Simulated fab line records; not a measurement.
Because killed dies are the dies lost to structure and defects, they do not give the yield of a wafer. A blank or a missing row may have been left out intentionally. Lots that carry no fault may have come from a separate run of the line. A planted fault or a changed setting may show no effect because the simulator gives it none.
fab line records    flow n5Finfet    part 2 of 2: steps 14 to 22 of 22
record: lots: 5  wafers: 15  lastDay: 17
route steps=1938 shown BEOL_M1@787
lots that met no fault: taken from a fault-free run of the same line
startH: start of the lot's first displayed wafer, in hours after the record's first day    waitH: how many hours have passed since the lot's step before this one    " repeats the value in the row above    L1.1+2: several wafers, shown together as one row    - no value, or no start given    * or withheld: withheld    < > ~ a bound
route shown NAME@n: names a module that has steps shown in the file, with the first one's number in the route    usual: average and standard deviation across the fault-free wafers    same: alike in all rows    chamber/n: place in a boat    sites: each site's reading    _std_site: standard deviation across them    _edge_site: outer sites' mean less inner sites'    radiusMm: how far each site lies from the wafer's centre    mask NAME#n: copy n    behind: the most recent tool/chamber to have shaped the wafer    hold: why the lot was held/for how many hours/how that ended    device: the transistor (n, p or np) that didn't switch    end of line: tests of these same wafers at the route's end    a step without rows: its recipe alone    killed: dies lost to structure and defects at the first sort, not the wafer's yield    map: dies across one wafer; x = killed, . = not, _ = none there
set.NAME: the run value of the setting; set.NAME@STEP: its run value at that earlier step    model.NAME: the simulator's own value behind a step, which no gauge read
lots at selected steps of the route; one table per step, one row per wafer
services: a tool's chamber out of use, with start hour (startH, from the record's first day; less than 0 if before it), hours out, and reason
== steps ==
step: N5_BEOL_M1_TRENCH_ETCH_37
recipe: chemistry: C4F6/O2  targetDepthA: 552.07  target: SiOC  timeS: 29  ionEnergyEv: 250  pressureMtorr: 30  sourceW: 355  biasW: 185  Ar_flow_sccm: 300  C4F6_flow_sccm: 10  O2_flow_sccm: 10
usual: C4F6_flow_sccm: 10.00/0.034  biasW: 185.1/0.57  chamberPressureMTorr: 30.001/0.024  drypumpMotorCurrentA: 5.95/0.3  oes_ar_750_au: 0.83/0.097  oesProductAu: 0.83/0.1  rfVppV: 668/14  showerheadPlenumPTorr: 2.92/0.065  throttleValvePct: 20.93/0.22
lot.wafer  tool        chamber  startH  waitH  C4F6_flow_sccm  biasW  chamberPressureMTorr  drypumpMotorCurrentA  oes_ar_750_au  oesProductAu  rfHoursCounterH  rfVppV  showerheadPlenumPTorr  throttleValvePct
L080.2     rieDiel-02  2        -       -      10.01           184.6  29.973                6.17                  0.68           0.68          207              669     2.81                   20.67
L080.5     "           0        "       "      9.97            184.8  29.988                5.43                  0.74           0.74          -                672     2.94                   21.19
L080.6     "           3        "       "      10.03           185.1  30.040                6.25                  0.92           0.93          -                654     3.01                   20.66
L079.1     rieDiel-02  0        -       -      9.97            185.0  30.004                5.45                  0.75           0.75          157              673     2.94                   21.18
L079.4     "           2        "       "      10.04           185.4  29.981                6.17                  0.69           0.69          208              669     2.81                   20.67
L079.6     "           1        "       "      9.95            185.0  29.981                5.72                  0.95           0.97          -                674     2.93                   20.75
L084.1     rieDiel-01  3        -       -      10.00           183.1  30.000                5.84                  0.86           0.86          63               674     2.89                   20.93
L084.2     "           2        "       "      10.04           184.1  30.002                5.85                  0.99           1.00          4                669     3.01                   20.62
L084.5     "           2        "       "      10.06           184.5  30.043                5.85                  0.98           1.01          -                671     3.01                   20.63
L087.2     rieDiel-01  0        -       -      9.97            185.3  29.985                6.33                  0.83           0.84          69               685     2.89                   21.13
L087.3     "           1        "       "      9.98            185.7  30.015                5.83                  0.97           0.97          1                639     2.93                   20.92
L087.6     "           0        "       "      10.00           185.6  29.979                6.33                  0.83           0.84          -                686     2.89                   21.13
L091.2     rieDiel-01  2        -       -      9.99            184.7  29.984                5.83                  0.95           0.96          15               670     3.00                   20.62
L091.3     "           1        "       "      9.98            184.5  29.996                5.81                  0.96           0.95          2                638     2.93                   20.93
L091.5     "           0        "       "      10.03           184.3  30.019                6.34                  0.83           0.83          -                686     2.89                   21.13
step: N5_BEOL_M1_ETCH_41
recipe: chemistry: CH3F/O2  target: SiCN  targetDepthA: 319  taperDeg: 2  timeS: 57.8  ionEnergyEv: 120  maskMaterial: TiN  pressureMtorr: 30  sourceW: 395  biasW: 75  Ar_flow_sccm: 150  CH3F_flow_sccm: 30  O2_flow_sccm: 20
usual: biasW: 74.97/0.21  chamberPressureMTorr: 30.001/0.029  drypumpMotorCurrentA: 5.94/0.29  oesProductAu: 0.83/0.099  rfVppV: 298.4/1.4  showerheadPlenumPTorr: 2.05/0.049  throttleValvePct: 16.37/0.22
lot.wafer  tool        chamber  startH  waitH  biasW  chamberPressureMTorr  drypumpMotorCurrentA  oesProductAu  rfHoursCounterH  rfVppV  showerheadPlenumPTorr  throttleValvePct
L080.2     rieDiel-02  2        -       -      74.92  29.907                6.15                  0.68          207              296.7   1.97                   16.22
L080.5     "           0        "       "      74.78  30.000                5.42                  0.75          -                300.4   2.07                   16.68
L080.6     "           3        "       "      74.80  30.018                6.24                  0.92          -                299.9   2.12                   16.10
L079.1     rieDiel-02  0        -       -      75.05  29.962                5.43                  0.75          157              298.6   2.07                   16.70
L079.4     "           2        "       "      75.40  30.021                6.18                  0.69          208              297.1   1.97                   16.24
L079.6     "           1        "       "      75.14  30.012                5.71                  0.96          -                297.9   2.06                   16.09
L084.1     rieDiel-01  3        -       -      75.21  30.012                5.83                  0.86          63               297.3   2.03                   16.35
L084.2     "           2        "       "      74.91  29.995                5.85                  1.01          4                300.5   2.12                   16.06
L084.5     "           2        "       "      75.07  29.990                5.87                  1.01          -                299.5   2.12                   16.07
L087.2     rieDiel-01  0        -       -      75.08  30.014                6.29                  0.84          69               298.4   2.03                   16.53
L087.3     "           1        "       "      74.67  30.007                5.80                  0.97          1                298.9   2.06                   16.30
L087.6     "           0        "       "      75.17  29.998                6.33                  0.84          -                298.1   2.03                   16.52
L091.2     rieDiel-01  2        -       -      74.86  30.032                5.87                  0.96          15               300.8   2.12                   16.07
L091.3     "           1        "       "      75.02  30.023                5.80                  0.95          2                296.7   2.06                   16.30
L091.5     "           0        "       "      75.24  30.015                6.33                  0.83          -                296.1   2.03                   16.54
step: N5_BEOL_M1_STRIP_97
recipe: chemistry: N2/H2  timeS: 10  powerW: 450  tempC: 40  pressureMtorr: 20  rfFrequencyHz: 6e+07  biasPowerW: 7  n2FlowSccm: 200  h2FlowSccm: 200
usual: chamberPressureMTorr: 19.999/0.017  drypumpMotorCurrentA: 5.95/0.29  h2FlowSccm: 200.0/0.48  oesProductAu: 0.83/0.099  rfVppV: 59.3/0.93  showerheadPlenumPTorr: 2.61/0.062  throttleValvePct: 23.70/0.27
lot.wafer  tool        chamber  startH  waitH  chamberPressureMTorr  drypumpMotorCurrentA  h2FlowSccm  oesProductAu  rfHoursCounterH  rfVppV  showerheadPlenumPTorr  throttleValvePct
L080.2     rieDiel-02  2        -       -      20.006                6.20                  199.1       0.70          207              59.8    2.53                   23.60
L080.5     "           0        "       "      19.997                5.48                  199.2       0.77          -                59.3    2.64                   24.05
L080.6     "           3        "       "      19.982                6.22                  200.2       0.93          -                59.3    2.70                   23.72
L079.1     rieDiel-02  0        -       -      19.975                5.50                  200.1       0.76          157              60.1    2.64                   24.04
L079.4     "           2        "       "      19.996                6.15                  199.5       0.68          208              59.7    2.53                   23.59
L079.6     "           1        "       "      19.972                5.73                  200.2       0.97          -                58.0    2.60                   23.48
L084.1     rieDiel-01  3        -       -      20.015                5.86                  200.7       0.85          63               59.1    2.56                   23.45
L084.2     "           2        "       "      19.998                5.84                  200.3       1.01          4                60.6    2.69                   23.16
L084.5     "           2        "       "      19.994                5.83                  199.7       1.01          -                59.1    2.69                   23.15
L087.2     rieDiel-01  0        -       -      19.985                6.35                  200.3       0.83          69               60.5    2.59                   23.95
L087.3     "           1        "       "      19.970                5.83                  200.4       0.97          1                61.3    2.62                   23.72
L087.6     "           0        "       "      19.982                6.34                  200.5       0.83          -                59.2    2.59                   23.95
L091.2     rieDiel-01  2        -       -      19.971                5.84                  199.6       0.98          15               60.4    2.68                   23.16
L091.3     "           1        "       "      19.985                5.83                  199.6       0.95          3                58.6    2.62                   23.70
L091.5     "           0        "       "      19.992                6.35                  199.7       0.83          -                58.2    2.59                   23.96
step: N5_BEOL_M1_OCD_MEAS_38
usual: trenchDepthNm: 55.1/0.99
lot.wafer  tool    chamber  startH  waitH  trenchDepthNm
L080.2     ocd-01  -        161.72  -      53.3
L080.5     "       -        "       "      53.2
L080.6     "       -        "       "      55.9
L079.1     ocd-02  -        166.49  -      53.5
L079.4     "       -        "       "      54.5
L079.6     "       -        "       "      56.2
L084.1     ocd-01  -        198.42  -      55.6
L084.2     "       -        "       "      56.7
L084.5     "       -        "       "      56.4
L087.2     ocd-01  -        223.40  -      55.4
L087.3     "       -        "       "      55.1
L087.6     "       -        "       "      56.3
L091.2     ocd-02  -        227.98  -      57.1
L091.3     "       -        "       "      54.5
L091.5     "       -        "       "      55.5
step: N5_BEOL_M1_HM_STRIP_39
recipe: chemistry: peroxideTinStrip  material: TiN  targetDepthA: 250  tempC: 50  timeS: 158
lot.wafer   tool         chamber  startH  waitH
L080.2+5+6  wetBench-03  6,0,3    161.75  0.0
L079.1+4+6  wetBench-03  4,5,7    166.52  0.0
L084.1+2+5  wetBench-03  6,5,0    198.46  0.0
L087.2+3+6  wetBench-04  5,7,0    223.43  0.0
L091.2+3+5  wetBench-06  3,6,7    228.02  0.0
step: N5_BEOL_M1_SRD_40
recipe: timeS: 30  tempC: 23  rinseLiquid: diw  dry: ipaMarangoni
lot.wafer   tool         chamber  startH  waitH
L080.2+5+6  wetBench-03  6,0,3    161.80  0.0
L079.1+4+6  wetBench-03  4,5,7    166.57  0.0
L084.1+2+5  wetBench-03  6,5,0    198.50  0.0
L087.2+3+6  wetBench-04  5,7,0    223.47  0.0
L091.2+3+5  wetBench-06  3,6,7    228.07  0.0
step: N5_BEOL_M1_PRECLEAN_42
recipe: chemistry: residueRemover  timeS: 60  tempC: 40
lot.wafer   tool         chamber  startH  waitH
L080.2+5+6  wetBench-03  6,0,3    161.81  0.0
L079.1+4+6  wetBench-03  4,5,7    166.58  0.0
L084.1+2+5  wetBench-03  6,5,0    198.52  0.0
L087.2+3+6  wetBench-04  5,7,0    223.49  0.0
L091.2+3+5  wetBench-06  3,6,7    228.09  0.0
step: N5_BEOL_M1_SRD_43
recipe: timeS: 30  tempC: 23  rinseLiquid: diw  dry: ipaMarangoni
lot.wafer   tool         chamber  startH  waitH
L080.2+5+6  wetBench-03  6,0,3    161.83  0.0
L079.1+4+6  wetBench-03  4,5,7    166.60  0.0
L084.1+2+5  wetBench-03  6,5,0    198.54  0.0
L087.2+3+6  wetBench-04  5,7,0    223.51  0.0
L091.2+3+5  wetBench-06  3,6,7    228.10  0.0
step: N5_BEOL_M1_CD_MEAS_35
recipe: targetCdNm: 18  targetCdYNm: 21  polarity: opening
usual: cdNm: 18.0/0.33
lot.wafer  tool      chamber  startH  waitH  cdNm
L080.2     cdSem-02  -        161.87  0.0    18.2
L080.5     "         -        "       "      17.6
L080.6     "         -        "       "      18.1
L079.1     cdSem-01  -        166.64  0.0    18.0
L079.4     "         -        "       "      18.0
L079.6     "         -        "       "      17.8
L084.1     cdSem-03  -        198.58  0.0    18.3
L084.2     "         -        "       "      18.6
L084.5     "         -        "       "      18.5
L087.2     cdSem-02  -        223.55  0.0    18.3
L087.3     "         -        "       "      18.4
L087.6     "         -        "       "      18.9
L091.2     cdSem-03  -        228.15  0.0    18.2
L091.3     "         -        "       "      18.2
L091.5     "         -        "       "      18.0
== services ==
tool        chamber  startH  hours  kind
rieDiel-02  1        138.98  -      clean
rieDiel-02  1        138.98  -      consumableReplace:focusRing
rieDiel-02  1        138.98  11.9   scheduledDown
rieDiel-02  1        138.98  11.9   ventCycle
rieDiel-05  1        140.73  9.1    repair
rieDiel-01  3        144.44  4.0    repair
rieDiel-01  2        168.39  -      clean
rieDiel-01  2        168.39  -      consumableReplace:focusRing
rieDiel-01  2        168.39  -      consumableReplace:showerhead
rieDiel-01  2        168.39  21.4   scheduledDown
rieDiel-01  2        168.39  21.4   ventCycle
rieDiel-02  2        177.07  8.7    repair
rieDiel-01  1        189.91  -      clean
rieDiel-01  1        189.91  -      consumableReplace:focusRing
rieDiel-01  1        189.91  30.6   scheduledDown
rieDiel-01  1        189.91  30.6   ventCycle
aldSin-03   -        194.21  6.0    pm
rieDiel-02  1        203.82  16.6   repair
rieDiel-01  3        205.00  4.9    repair
aldSin-03   2        223.34  3.2    repair
rieDiel-05  0        227.75  9.5    repair
